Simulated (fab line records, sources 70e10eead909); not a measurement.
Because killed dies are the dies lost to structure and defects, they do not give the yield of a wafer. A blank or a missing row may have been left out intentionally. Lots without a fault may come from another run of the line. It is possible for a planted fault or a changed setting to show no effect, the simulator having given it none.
fab line records    flow nand_harc
record lots=12  wafers=36  last_day=34
route steps=1302 shown P_GATE@170 P_CONTACT@244 P_M0@258 END@1302
lots untouched by any fault: they come from a run of this same line in which no faults occurred
start_h: start of the lot's first displayed wafer, in hours after the record's first day    wait_h: hours elapsed since this lot's preceding step    " repeats the value in the row above    L1.1+2: a single row standing in for several wafers    - no value, or no start was given    * or withheld: withheld    < > ~ a bound
route shown NAME@n: a module of which the file shows steps, and the number in the route of the first    usual: mean and standard deviation over wafers with no fault    same: alike in all rows    chamber/n: place in a boat    sites: each site's reading    _std_site: the values' standard deviation    _edge_site: inner sites' mean taken away from outer sites' mean    radius_mm: how far each site lies from the wafer's centre    mask NAME#n: copy n    behind: the most recent tool/chamber to have shaped the wafer    hold: the reason the lot was held/the length of the hold in hours/how it ended    device: the transistor (n, p or np) that didn't switch    end of line: the same wafers' tests at the end of the route    step lacking rows: just its recipe    killed: dies that structure and defects cost at the first sort, which is not the same as the wafer's yield    map: a wafer's dies, marking killed ones x, the rest . and places with no die _
set.NAME: setting as actually run; set.NAME@STEP: the setting as run at that earlier step    model.NAME: the simulator's own value behind a step, which no gauge read
one table for each step of the route and one row for each wafer, over a sample of lots
services: a tool's chamber out of use, with start hour (start_h, from the record's first day; less than 0 if before it), hours out, and reason
## steps
# step NHARC_P_GATE_CD_MEAS_46
# recipe target_cd_nm=720  landing_energy_ev=500
# usual cd_nm=720.1/1.2
lot.wafer  tool       chamber  start_h  wait_h  cd_nm
L906.4     cd_sem-03  0        108.96   -       720.4
L906.5     "          0        "        "       718.8
L906.6     "          0        "        "       719.7
L911.1     cd_sem-03  0        155.75   -       719.7
L911.2     "          0        "        "       718.6
L911.4     "          0        "        "       721.1
L913.1     cd_sem-01  0        184.46   -       721.1
L913.3     "          0        "        "       719.6
L913.4     "          0        "        "       719.3
L915.1     cd_sem-03  0        199.64   -       719.0
L915.4     "          0        "        "       718.9
L915.6     "          0        "        "       720.1
L918.3     cd_sem-02  0        226.21   -       720.7
L918.4     "          0        "        "       720.8
L918.6     "          0        "        "       720.8
L919.2     cd_sem-01  0        239.92   -       720.5
L919.5     "          0        "        "       721.2
L919.6     "          0        "        "       719.0
L920.2     cd_sem-02  0        254.37   -       719.0
L920.4     "          0        "        "       719.6
L920.5     "          0        "        "       718.4
L923.3     cd_sem-03  0        284.90   -       719.4
L923.4     "          0        "        "       719.8
L923.6     "          0        "        "       720.9
L925.2     cd_sem-03  0        294.82   -       721.2
L925.5     "          0        "        "       720.9
L925.6     "          0        "        "       721.1
L927.2     cd_sem-02  0        320.77   -       720.7
L927.4     "          0        "        "       718.9
L927.6     "          0        "        "       721.3
L928.1     cd_sem-03  0        335.60   -       720.8
L928.2     "          0        "        "       722.0
L928.3     "          0        "        "       719.4
L929.2     cd_sem-02  0        342.11   -       721.6
L929.4     "          0        "        "       721.4
L929.6     "          0        "        "       721.0
# step NHARC_P_GATE_DESCUM_93
# recipe time_s=3  o2_flow_sccm=200  ar_flow_sccm=0  bias_power_w=0  chemistry=O2
# usual drypump_motor_current_A=5.8/0.54  oes_product_au=1.000/0.0074  rf_vpp_V=57.8/0.97  showerhead_plenum_p_Torr=1.92/0.093  throttle_valve_pct=11.311/0.0089
lot.wafer  tool         chamber  start_h  wait_h  drypump_motor_current_A  oes_product_au  rf_hours_counter_h  rf_vpp_V  showerhead_plenum_p_Torr  throttle_valve_pct
L906.4     rie_diel-02  0        112.37   -       6.3                      1.004           3.1                 59.0      1.97                      11.322
L906.5     "            3        "        "       5.4                      0.993           -                   58.0      1.80                      11.320
L906.6     "            0        "        "       6.3                      1.004           -                   58.6      1.97                      11.313
L911.1     rie_diel-03  3        160.59   -       5.5                      1.004           2.9                 58.6      1.79                      11.321
L911.2     "            0        "        "       5.8                      0.996           2.6                 57.1      1.94                      11.311
L911.4     "            1        "        "       4.7                      0.994           2.9                 57.1      2.01                      11.318
L913.1     rie_diel-02  2        188.08   -       5.7                      0.997           8.3                 59.5      1.88                      11.306
L913.3     "            3        "        "       5.4                      0.993           8.9                 57.4      1.80                      11.315
L913.4     "            1        "        "       6.0                      0.991           9.8                 57.8      2.05                      11.301
L915.1     rie_diel-02  2        203.02   -       5.7                      1.005           8.4                 57.6      1.88                      11.306
L915.4     "            0        "        "       6.3                      0.987           8.6                 57.5      1.97                      11.334
L915.6     "            2        "        "       5.7                      1.002           -                   56.6      1.88                      11.312
L918.4     rie_diel-03  1        229.84   -       4.7                      1.006           7.3                 57.3      2.00                      11.320
L918.3     "            0        "        "       5.8                      1.007           7.2                 58.0      1.94                      11.312
L918.6     "            1        "        "       4.7                      1.004           -                   58.5      2.01                      11.299
L919.2     rie_diel-02  0        243.60   -       6.3                      0.992           0.7                 57.7      1.97                      11.307
L919.6     "            1        "        "       6.0                      1.001           -                   58.0      2.05                      11.301
L919.5     "            2        "        "       5.7                      0.995           -                   59.2      1.88                      11.298
L920.2     rie_diel-03  3        261.56   -       5.5                      1.019           8.9                 57.2      1.78                      11.293
L920.4     "            0        "        "       5.7                      1.005           -                   59.4      1.94                      11.297
L920.5     "            2        "        "       6.6                      1.006           -                   59.0      2.02                      11.306
L923.4     rie_diel-13  1        288.57   -       6.1                      1.010           5.9                 57.3      1.93                      11.311
L923.3     "            2        "        "       5.2                      0.994           6.7                 56.7      1.79                      11.309
L923.6     "            1        "        "       6.1                      1.011           -                   57.9      1.93                      11.316
L925.2     rie_diel-13  1        298.49   -       6.1                      0.991           6.0                 57.6      1.93                      11.307
L925.6     "            2        "        "       5.3                      0.995           -                   55.2      1.79                      11.296
L925.5     "            3        "        "       6.2                      1.001           -                   57.4      1.85                      11.323
L927.2     rie_diel-03  1        324.27   -       4.7                      1.006           2.0                 56.0      2.00                      11.325
L927.4     "            2        "        "       6.6                      1.002           1.9                 57.5      2.02                      11.317
L927.6     "            2        "        "       6.6                      0.997           -                   57.4      2.02                      11.302
L928.2     rie_diel-13  3        339.12   -       6.2                      1.006           10.2                56.7      1.85                      11.320
L928.3     "            1        "        "       6.1                      1.012           7.9                 57.0      1.93                      11.321
L928.1     "            2        "        "       5.2                      1.012           8.7                 58.0      1.79                      11.304
L929.4     rie_diel-03  1        345.70   -       4.7                      1.005           4.6                 56.4      2.00                      11.310
L929.2     "            2        "        "       6.6                      0.990           4.2                 58.1      2.02                      11.318
L929.6     "            2        "        "       6.6                      1.008           -                   59.9      2.02                      11.314
# step NHARC_P_CONTACT_DEGAS_38
# recipe temp_c=300  time_s=60
# usual heater_power_w=454/28  susceptor_temp_C=299.98/0.19
lot.wafer  tool            chamber  start_h  wait_h  heater_power_w  susceptor_temp_C
L906.4     pvd_sputter-01  -        118.82   -       458             300.02
L906.6     "               -        "        "       465             299.85
L906.5     "               -        "        "       443             300.03
L911.4     pvd_sputter-02  -        167.02   -       487             300.20
L911.1     "               -        "        "       522             300.29
L911.2     "               -        "        "       444             300.04
L913.3     pvd_sputter-03  -        194.40   -       463             300.13
L913.1     "               -        "        "       457             299.93
L913.4     "               -        "        "       411             300.05
L915.4     pvd_sputter-01  -        209.52   -       441             300.16
L915.1     "               -        "        "       445             300.16
L915.6     "               -        "        "       457             300.02
L918.3     pvd_sputter-02  -        236.10   -       515             300.05
L918.4     "               -        "        "       435             300.08
L918.6     "               -        "        "       439             299.97
L919.2     pvd_sputter-03  -        249.90   -       433             299.93
L919.6     "               -        "        "       414             300.11
L919.5     "               -        "        "       464             299.82
L920.2     pvd_sputter-02  -        267.72   -       445             299.92
L920.4     "               -        "        "       434             299.92
L920.5     "               -        "        "       518             300.16
L923.4     pvd_sputter-01  -        294.75   -       457             -
L923.3     "               -        "        "       433             -
L923.6     "               -        "        "       452             -
L925.2     pvd_sputter-01  -        304.86   -       453             299.74
L925.5     "               -        "        "       465             300.01
L925.6     "               -        "        "       438             299.91
L927.4     pvd_sputter-02  -        330.72   -       456             299.79
L927.2     "               -        "        "       450             300.15
L927.6     "               -        "        "       445             299.88
L928.1     pvd_sputter-01  -        345.40   -       431             299.54
L928.3     "               -        "        "       448             300.31
L928.2     "               -        "        "       462             299.89
L929.2     pvd_sputter-01  -        352.35   -       449             299.79
L929.4     "               -        "        "       473             299.58
L929.6     "               -        "        "       449             299.88
# step NHARC_P_M0_SOFTBAKE_04
# recipe temp_c=105  time_s=55
# usual heater_power_total_W=188.44/0.13
lot.wafer  tool            chamber  start_h  wait_h  heater_power_total_W
L906.4     litho_track-01  0        120      -       188.32
L906.5     "               0        "        "       188.48
L906.6     "               0        "        "       188.47
L911.1     litho_track-01  0        169      -       188.38
L911.2     "               0        "        "       188.55
L911.4     "               0        "        "       188.39
L913.1     litho_track-04  0        197      -       188.67
L913.3     "               0        "        "       188.61
L913.4     "               0        "        "       188.36
L915.1     litho_track-06  0        211      -       175.19
L915.4     "               0        "        "       175.39
L915.6     "               0        "        "       175.37
L918.3     litho_track-06  0        238      -       175.39
L918.4     "               0        "        "       175.29
L918.6     "               0        "        "       175.24
L919.2     litho_track-01  0        251      -       188.42
L919.5     "               0        "        "       188.69
L919.6     "               0        "        "       188.27
L920.2     litho_track-01  0        269      -       188.38
L920.4     "               0        "        "       188.73
L920.5     "               0        "        "       188.47
L923.3     litho_track-01  0        296      -       188.34
L923.4     "               0        "        "       188.32
L923.6     "               0        "        "       188.79
L925.2     litho_track-01  0        306      -       188.34
L925.5     "               0        "        "       188.27
L925.6     "               0        "        "       188.31
L927.2     litho_track-04  0        332      -       188.42
L927.4     "               0        "        "       188.59
L927.6     "               0        "        "       188.26
L928.1     litho_track-06  0        348      -       188.77
L928.2     "               0        "        "       188.31
L928.3     "               0        "        "       188.36
L929.2     litho_track-04  0        354      -       188.30
L929.4     "               0        "        "       188.47
L929.6     "               0        "        "       188.40
# step NHARC_END_SORT_01
# recipe temp_c=25
# usual defect_limited_yield=91.7/2.8  killed_at_array=52/19  killed_at_other=0.8/1  killed_at_periphery=3.7/2.5  killed_dies=56/19  killed_open=3.5/2  killed_short=2.2/1.4  sort_bin_2_pct=2.9/1.2  sort_bin_3_pct=0.6/0.36  sort_bin_4_pct=4.8/1.6  sort_n_pass=621/19  sort_rim_yield_pct=92/3.9  sort_yield_pct=91.7/2.8
# same gross_dies=677  sort_bin_5_pct[%]=0  sort_bin_6_pct[%]=0  sort_bin_7_pct[%]=0  sort_bin_8_pct[%]=0  sort_rim_n_gross=106.00
lot.wafer  tool       chamber  start_h  wait_h  defect_limited_yield[%]  killed_at_array  killed_at_other  killed_at_periphery  killed_dies  killed_open  killed_short  sort_bin_2_pct[%]  sort_bin_3_pct[%]  sort_bin_4_pct[%]  sort_n_pass  sort_rim_yield_pct[%]  sort_yield_pct[%]
L913.1     prober-01  0        630.62   2.5     89.5                     68               1                2                    71           1            3             4.6                0.1                5.8                606          93                     89.5
L913.3     prober-01  0        632.23   3.1     87.4                     81               0                4                    85           4            3             4.1                0.9                7.5                592          88                     87.4
L913.4     prober-01  0        633.03   3.4     91.1                     57               0                3                    60           4            2             3.7                0                  5.2                617          88                     91.1
L915.1     prober-02  0        644.48   2.5     95.1                     31               0                2                    33           5            1             1.0                0.3                3.5                644          96                     95.1
L915.4     prober-02  0        646.87   3.4     94.2                     37               0                2                    39           4            2             1.6                0.4                3.7                638          95                     94.2
L915.6     prober-02  0        648.47   4.0     95.7                     28               0                1                    29           2            4             1.0                0.3                3.0                648          99                     95.7
L919.2     prober-01  0        692.42   2.8     95.4                     22               0                9                    31           2            2             1.5                0.4                2.7                646          95                     95.4
L919.5     prober-01  0        694.80   3.7     96.3                     20               0                5                    25           2            2             0.9                0.3                2.5                652          95                     96.3
L919.6     prober-01  0        695.59   4.0     94.7                     27               0                9                    36           2            3             1.5                0.3                3.5                641          95                     94.7
L918.3     prober-02  0        693.21   3.1     85.4                     95               3                1                    99           4            5             5.2                1.3                8.1                578          87                     85.4
L918.4     prober-02  0        694.00   3.4     86.9                     87               0                2                    89           5            3             5.0                0.7                7.4                588          88                     86.9
L918.6     prober-02  0        695.59   4.0     83.5                     100              5                7                    112          5            4             5.6                1.0                9.9                565          89                     83.5
L920.2     prober-01  0        705.44   2.8     94.2                     35               0                4                    39           6            3             1.9                0.4                3.4                638          89                     94.2
L920.4     prober-01  0        707.03   3.4     96.0                     25               0                2                    27           1            3             1.6                0.6                1.8                650          92                     96.0
L920.5     prober-01  0        707.83   3.7     94.2                     36               0                3                    39           5            2             2.2                0.1                3.4                638          90                     94.2
L923.3     prober-02  0        741.83   3.1     90.4                     61               0                4                    65           8            1             3.5                0.9                5.2                612          95                     90.4
L923.4     prober-02  0        742.63   3.4     88.3                     75               1                3                    79           1            6             3.4                0.3                8.0                598          90                     88.3
L923.6     prober-02  0        744.24   4.0     88.3                     74               2                3                    79           7            3             3.8                0.1                7.7                598          90                     88.3
# killed by level:class
L913.1 A_CHANNEL_HOLE_D2:chamber_film_flake=29 A_SLIT:chamber_film_flake=28 A_WL_FILL:geometric_particle:short=3 A_ZERO_WELL:chamber_film_flake=3 A_CHANNEL_HOLE_D1:chamber_film_flake=3 A_ONON_D1:geometric_particle:open=1 P_STI:chamber_film_flake=1 P_GATE:chamber_film_flake=1
L913.3 A_CHANNEL_HOLE_D2:chamber_film_flake=38 A_SLIT:chamber_film_flake=32 A_CONTACT:chamber_film_flake=4 P_GATE:chamber_film_flake=2 A_CHANNEL_HOLE_D1:chamber_film_flake=2 P_M0:geometric_particle:open=1 P_M2:geometric_particle:open=1 A_SOURCE_PLATE:geometric_particle:short=1
L913.4 A_SLIT:chamber_film_flake=29 A_CHANNEL_HOLE_D2:chamber_film_flake=15 A_CONTACT:chamber_film_flake=3 A_ZERO_WELL:chamber_film_flake=2 P_GATE:geometric_particle:open=1 P_CONTACT:geometric_particle:short=1 A_CHANNEL_FILL_D2:geometric_particle:open=1 A_SGD_CUT:geometric_particle:open=1
L915.1 A_CHANNEL_HOLE_D2:chamber_film_flake=17 A_SLIT:chamber_film_flake=3 A_CHANNEL_FILL_D1:geometric_particle:open=2 A_CONTACT:chamber_film_flake=2 P_CONTACT:geometric_particle:open=1 A_ONON_D2:geometric_particle:short=1 A_CONTACT:geometric_particle:open=1 A_BLC:geometric_particle:open=1
L915.4 A_CHANNEL_HOLE_D2:chamber_film_flake=14 A_WL_FILL:chamber_film_flake=4 A_CHANNEL_HOLE_D1:chamber_film_flake=3 A_SLIT:chamber_film_flake=3 A_BLC:chamber_film_flake=3 A_CHANNEL_FILL_D1:geometric_particle:open=2 A_CONTACT:chamber_film_flake=2 P_GATE:geometric_particle:open=1
L915.6 A_CHANNEL_HOLE_D2:chamber_film_flake=13 A_CHANNEL_FILL_D1:geometric_particle:short=2 A_WL_FILL:geometric_particle:short=2 A_CHANNEL_HOLE_D1:chamber_film_flake=2 A_STAIRCASE:chamber_film_flake=2 A_CONTACT:chamber_film_flake=2 A_ONON_D2:geometric_particle:open=1 A_WL_FILL:geometric_particle:open=1
L919.2 A_CHANNEL_HOLE_D1:chamber_film_flake=10 P_M1:chamber_film_flake=3 P_BONDPAD:chamber_film_flake=3 A_WL_FILL:chamber_film_flake=3 A_BONDPAD:chamber_film_flake=3 P_CONTACT:geometric_particle:short=2 A_DECK1_JOINT:chamber_film_flake=2 A_WL_FILL:geometric_particle:open=1
L918.3 A_SLIT:chamber_film_flake=31 A_CHANNEL_HOLE_D1:chamber_film_flake=24 A_CHANNEL_HOLE_D2:chamber_film_flake=16 A_STAIRCASE:chamber_film_flake=12 A_WL_FILL:chamber_film_flake=3 THIN_TSV:chamber_film_flake=2 P_M2:geometric_particle:short=1 A_SOURCE_PLATE:geometric_particle:short=1
L918.4 A_SLIT:chamber_film_flake=36 A_CHANNEL_HOLE_D1:chamber_film_flake=16 A_CHANNEL_HOLE_D2:chamber_film_flake=14 A_STAIRCASE:chamber_film_flake=8 A_WL_FILL:chamber_film_flake=3 P_CONTACT:geometric_particle:open=1 A_CHANNEL_HOLE_D1:geometric_particle:open=1 A_CHANNEL_FILL_D1:geometric_particle:open=1
L919.5 A_CHANNEL_HOLE_D1:chamber_film_flake=10 P_M1:chamber_film_flake=3 P_BONDPAD:chamber_film_flake=2 A_STAIRCASE:chamber_film_flake=2 A_BONDPAD:chamber_film_flake=2 A_ONON_D2:geometric_particle:short=1 A_CHANNEL_FILL_D2:geometric_particle:open=1 A_WL_FILL:geometric_particle:short=1
L919.6 A_CHANNEL_HOLE_D1:chamber_film_flake=13 P_BONDPAD:chamber_film_flake=6 A_SLIT:chamber_film_flake=3 P_ZERO_WELL:chamber_film_flake=2 A_DECK1_JOINT:chamber_film_flake=2 A_STAIRCASE:chamber_film_flake=2 A_WL_FILL:chamber_film_flake=2 P_GATE:geometric_particle:short=1
L918.6 A_SLIT:chamber_film_flake=33 A_CHANNEL_HOLE_D1:chamber_film_flake=26 A_CHANNEL_HOLE_D2:chamber_film_flake=22 A_STAIRCASE:chamber_film_flake=7 THIN_TSV:chamber_film_flake=5 P_GATE:chamber_film_flake=3 A_CONTACT:chamber_film_flake=3 P_ZERO_WELL:chamber_film_flake=2
L920.2 A_CHANNEL_HOLE_D1:chamber_film_flake=15 A_CONTACT:chamber_film_flake=5 A_STAIRCASE:chamber_film_flake=3 A_SLIT:chamber_film_flake=3 A_WL_FILL:chamber_film_flake=2 P_GATE:geometric_particle:open=1 P_CONTACT:geometric_particle:open=1 P_M0:geometric_particle:open=1
L920.4 A_CHANNEL_HOLE_D1:chamber_film_flake=11 A_SLIT:chamber_film_flake=3 A_STAIRCASE:chamber_film_flake=3 A_ONON_D1:geometric_particle:short=2 A_WL_FILL:chamber_film_flake=2 A_CHANNEL_FILL_D2:geometric_particle:short=1 A_STAIRCASE:geometric_particle:open=1 P_CONTACT:chamber_film_flake=1
L920.5 A_CHANNEL_HOLE_D1:chamber_film_flake=16 A_CONTACT:chamber_film_flake=5 A_CHANNEL_FILL_D1:chamber_film_flake=3 A_CHANNEL_FILL_D2:geometric_particle:open=2 A_DECK1_JOINT:chamber_film_flake=2 A_STAIRCASE:chamber_film_flake=2 A_ONON_D1:geometric_particle:open=1 A_CHANNEL_FILL_D1:geometric_particle:open=1
L923.3 A_CHANNEL_HOLE_D2:chamber_film_flake=30 A_CONTACT:chamber_film_flake=9 A_CHANNEL_HOLE_D1:chamber_film_flake=4 A_DECK1_JOINT:chamber_film_flake=4 A_CONTACT:geometric_particle:open=2 A_CHANNEL_FILL_D1:chamber_film_flake=2 A_SGD_CUT:chamber_film_flake=2 P_CONTACT:geometric_particle:open=1
L923.4 A_CHANNEL_HOLE_D2:chamber_film_flake=39 A_CHANNEL_HOLE_D1:chamber_film_flake=14 A_CONTACT:chamber_film_flake=7 A_SLIT:chamber_film_flake=4 A_ONON_D1:geometric_particle:short=3 A_DECK1_JOINT:chamber_film_flake=2 A_SGD_CUT:chamber_film_flake=2 P_CONTACT:geometric_particle:short=1
L923.6 A_CHANNEL_HOLE_D2:chamber_film_flake=29 A_CHANNEL_HOLE_D1:chamber_film_flake=14 A_SLIT:chamber_film_flake=9 A_CONTACT:chamber_film_flake=6 A_SGD_CUT:geometric_particle:open=2 A_M0:geometric_particle:open=2 A_STAIRCASE:chamber_film_flake=2 A_SGD_CUT:chamber_film_flake=2
## services
tool            chamber  start_h  hours  kind
rie_diel-02     2        89.96    4.9    repair
rie_diel-02     -        92.27    0.2    repair
pvd_sputter-02  -        102.71   2.3    repair
rie_diel-03     -        104.30   9.0    pm
rie_diel-03     0        123.61   8.6    repair
litho_track-01  -        155.00   7.0    pm
pvd_sputter-01  -        159.21   14.6   repair
rie_diel-13     -        165.00   9.0    pm
rie_diel-02     -        166.78   1.2    repair
rie_diel-03     2        173.13   9.6    repair
pvd_sputter-01  -        178.68   1.8    repair
litho_track-06  -        179.00   7.0    pm
litho_track-04  -        203.00   7.0    pm
rie_diel-02     -        205.43   1.9    repair
rie_diel-03     2        212.08   4.4    repair
rie_diel-02     -        216.70   9.0    pm
pvd_sputter-01  -        226.00   10.0   pm
rie_diel-03     1        256.33   16.6   repair
rie_diel-03     -        281.30   9.0    pm
pvd_sputter-02  -        282.96   10.0   pm
rie_diel-02     -        308.85   0.6    repair
litho_track-01  -        330.00   7.0    pm
rie_diel-03     0        333.47   7.0    repair
rie_diel-02     3        347.78   4.5    repair
## key
first_sign step=NHARC_P_M0_SOFTBAKE_04  reading=heater_power_total_W  direction=down  sigmas=98  usual=*  struck=*
effect none on later readings
met_at NHARC_P_M0_SOFTBAKE_04
struck_lots L915,L918
not_acting_at NHARC_P_GATE_CD_MEAS_46,NHARC_P_GATE_DESCUM_93,NHARC_P_CONTACT_DEGAS_38
fault kind=process_parameter_drift  tool=litho_track-06  chamber=-  onset_h=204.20  steps=NHARC_P_M0_SOFTBAKE_04  channel=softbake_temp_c  offset=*  shape=step  end_h=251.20  acts_in=*  stated=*
